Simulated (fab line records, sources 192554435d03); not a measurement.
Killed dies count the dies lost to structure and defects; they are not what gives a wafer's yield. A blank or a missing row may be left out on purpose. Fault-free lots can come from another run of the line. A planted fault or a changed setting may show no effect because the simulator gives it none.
Struck lot and sound lot, side by side -- flow n5_finfet -- 37 steps out of a route of 1938
Sound: these wafers, L749.2, L749.6. The struck wafers were L736.1, L736.3, L736.5. The cause is given at the end.
For every step that has rows: the tool of each side, followed by ch and its chambers, followed by its first start. Under that, the readings that differ: sound wafers -- struck wafers -- difference of the means -- sigmas: that difference in standard deviations of wafers without a fault.
alike: readings with means less than 2 such deviations apart, plus words and numbers identical on both sides. not compared: withheld readings, readings lacking a value on some wafer, bounds such as >300 that could conceal the same value, and numbers that have no deviation in the record and whose values overlap.
A row with sigmas, a row that says differs or no value, or rows on one side alone: a step with any of these is where the two part. Numbers that don't overlap but have no deviation are shown without sigmas and don't part them. A reading that every wafer of one side lacks parts them only if that side has two wafers or more.

first, 9 steps without rows for these wafers: N5_WELL_APT_COAT_19 (resist thk 950 nm); N5_WELL_APT_EBR_21; N5_WELL_APT_SOFTBAKE_20 (time 60 s); N5_WELL_APT_EXPOSE_22 (exposes mask PWELL, defocus 0 nm, target cd 200 nm); N5_WELL_APT_PEB_23 (peb time 90 s); N5_WELL_APT_DEVELOP_24 (develop time 45 s); N5_WELL_APT_HARDBAKE_29 (time 120 s); N5_WELL_APT_DESCUM_30 (chemistry O2, time 7.9 s); N5_WELL_APT_IMPLANT_31.
N5_WELL_APT_IMPLANT_32:
  struck on implanter-02, day 4 03:20; sound on implanter-01 ch 0, day 7 09:53
  no value came back on the struck wafers for beam_energy_keV, beam_on_s (s); on the sound wafers beam_energy_keV reads 50.028 50.018
then, 25 steps without rows for these wafers: N5_WELL_APT_STRIP_33 (strips in SPM, time 900 s); N5_WELL_APT_RTA_34 (time 10 s); N5_WELL_APT_OXIDE_STRIP_42 (strips SiO2 in dHF, time 45 s, target depth 12 nm); N5_WELL_APT_PRECLEAN_36 (cleans in O3/DIW, time 45 s); N5_WELL_APT_PRECLEAN_39 (cleans in dHF, time 60 s); N5_WELL_APT_SRD_37 (time 30 s); N5_WELL_APT_EPI_41 (deposits Si from SiH4/H2, target thk 50 nm, time 297.7 s); N5_PMOS_HMC_CHANNEL_EPI_HM_DEP_34 (deposits SiO2 from TEOS/O2, target thk 36 nm, time 6.9 s); N5_PMOS_HMC_CHANNEL_EPI_COAT_31 (time 60 s, resist thk 66 nm); N5_PMOS_HMC_CHANNEL_EPI_COAT_03 (resist thk 205 nm); N5_PMOS_HMC_CHANNEL_EPI_EBR_05; N5_PMOS_HMC_CHANNEL_EPI_SOFTBAKE_04 (time 60 s); N5_PMOS_HMC_CHANNEL_EPI_EXPOSE_06 (exposes mask PMOS HMC BLK, target cd 240 nm); N5_PMOS_HMC_CHANNEL_EPI_PEB_07 (peb time 60 s); N5_PMOS_HMC_CHANNEL_EPI_DEVELOP_08 (develop time 30 s); N5_PMOS_HMC_CHANNEL_EPI_DESCUM_14 (chemistry O2, time 7.9 s); N5_PMOS_HMC_CHANNEL_EPI_ETCH_32 (etches BARC in N2/H2, stops on SiO2, target depth 85.8 nm, time 50.3 s); N5_PMOS_HMC_CHANNEL_EPI_HM_OPEN_15 (chemistry CHF3/O2, target SiO2, target depth 40.6 nm, time 20.3 s); N5_PMOS_HMC_CHANNEL_EPI_STRIP_33 (strips in N2/H2); N5_PMOS_HMC_CHANNEL_EPI_STRIP_17 (strips in SPM, time 750 s); N5_PMOS_HMC_CHANNEL_EPI_ETCH_38 (etches SiO2 in CF4, target depth 1.5 nm); N5_PMOS_HMC_CHANNEL_EPI_FIN_RECESS_16 (chemistry HBr/Cl2, target Si, target depth 54 nm, time 18 s); N5_PMOS_HMC_CHANNEL_EPI_PRECLEAN_36 (cleans in O3/DIW, time 45 s); N5_PMOS_HMC_CHANNEL_EPI_PRECLEAN_18 (cleans in DHF, time 30 s); N5_PMOS_HMC_CHANNEL_EPI_SRD_19 (time 30 s).
-- record jumps: 8 days separate the struck wafers' starts on either side; left off in module PMOS_HMC_CHANNEL_EPI, taken up again in module BEOL_M4, whose first shown step is the route's number 1111 --
N5_BEOL_M4_RC_MEAS_101:
  sound on prober-01 ch 0, day 15 13:37; struck on prober-02 ch 0, day 12 07:59
reading,sound,struck,difference,sigmas
CJ_N,4.24 4.35,1.06 1.08 1.08,-3.22,-37
DIBL_N (mV/V),37.3 33.2,71.8 69.6 90.9,+42.2,+19
IOFF_N (nA/um),0.17 0.11,6.16 5.61 14.55,+8.63,+99 or more
IOFF_N_85C (nA/um),3.2 2.2,66.6 61.0 137.0,+85.5,+99 or more
IOFF_N_LIN (nA/um),0.075 0.052,0.426 0.404 0.718,+0.453,+28
ION_N (uA/um),683 648,696 719 702,+40,+2
RS_PWELL (ohm/sq),3020 3026,3217 3197 3193,+179,+8
SS_N (mV/dec),71.9 71.4,111.5 109.5 127.9,+44.6,+46
VT_N (mV),250 254,240 239 241,-12,-3
VT_N_LVT (mV),99 103,91 90 88,-11,-3
  alike: DIBL_P, IOFF_P, ION_P, SS_P, VT_P
-- here the record skips 4 days between the struck wafers' starts before and after, leaving off in module BEOL_M4 and picking up in module PASSIVATION (first step shown: number 1936 of the route) --
N5_PASSIVATION_PROBE_49:
  sound on prober-01 at day 20 05:35; struck on prober-01 at day 16 16:14
reading,sound,struck,difference,sigmas
killed_at_M4_up,14 12,31 32 15,+13,+2
sort_bin_4_leakage (%),0 0,89 90 92,+90,+25
sort_n_pass,1062 1071,0 0 0,-1066,-21
sort_yield_pct (%),90 91,0 0 0,-90,-21
  alike: defect_limited_yield, killed_at_M0_to_M3, killed_at_contacts, killed_at_front_end, killed_at_other, killed_dies, killed_open, killed_short, sort_bin_5_function, sort_bin_6_memory

== WHERE THEY PART ==
At N5_WELL_APT_IMPLANT_32 first; at N5_PASSIVATION_PROBE_49 last (within this record only).

WHY: what the simulator had put in
Skipped step whole: implanter-02, from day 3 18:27 on, at N5_WELL_APT_IMPLANT_32. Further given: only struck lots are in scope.
